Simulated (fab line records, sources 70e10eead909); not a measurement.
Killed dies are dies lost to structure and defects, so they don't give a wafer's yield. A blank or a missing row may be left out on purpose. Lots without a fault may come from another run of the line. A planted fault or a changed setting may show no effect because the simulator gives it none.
Chamber matching | flow nand_harc | NHARC_P_STI_DESCUM_14 on rie_diel-06: 4 sister chambers
The step chemistry O2, time 3 s. 4 wafers are shown with their chamber, then 7 later ones without.

WAFERS WITH THEIR CHAMBER
wafer  | chamber | drypump_motor_current_A (A)
L075.1 | 1       | 5.8
L077.1 | 3       | 5.3
L079.5 | 0       | 5.3
L086.5 | 2       | 6.0

WAFERS WITHOUT THEIR CHAMBER
wafer  | drypump_motor_current_A (A)
L086.6 | 5.8
L087.1 | 5.4
L087.3 | 5.8
L087.6 | 6.0
L094.2 | 5.8
L094.4 | 6.0
L094.6 | 6.0

WHICH CHAMBER EACH WENT THROUGH
wafer  | from the rows above     | in truth
L086.6 | 1                       | 1
L087.1 | can't be placed: 0 or 3 | 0
L087.3 | 1                       | 1
L087.6 | 2                       | 2
L094.2 | 1                       | 1
L094.4 | 2                       | 2
L094.6 | 2                       | 2
Placed correctly: 6 of 7. Can't be placed from these rows: 1 (the true chamber is among the candidates in 1). Placed wrongly: 0.
How it was worked out, from the rows above alone: a wafer's distance from a chamber is the root of the sum, over the readings, of the square of ((its reading less the chamber's mean) divided by the reading's scatter). The wafer belongs to the nearest chamber; if the next one is less than 2 further off, it can't be placed. A chamber's mean is the mean of its shown wafers. The scatter: with one shown wafer a chamber, the root of the mean of the squares of how far each hidden wafer lies from its nearest shown one.
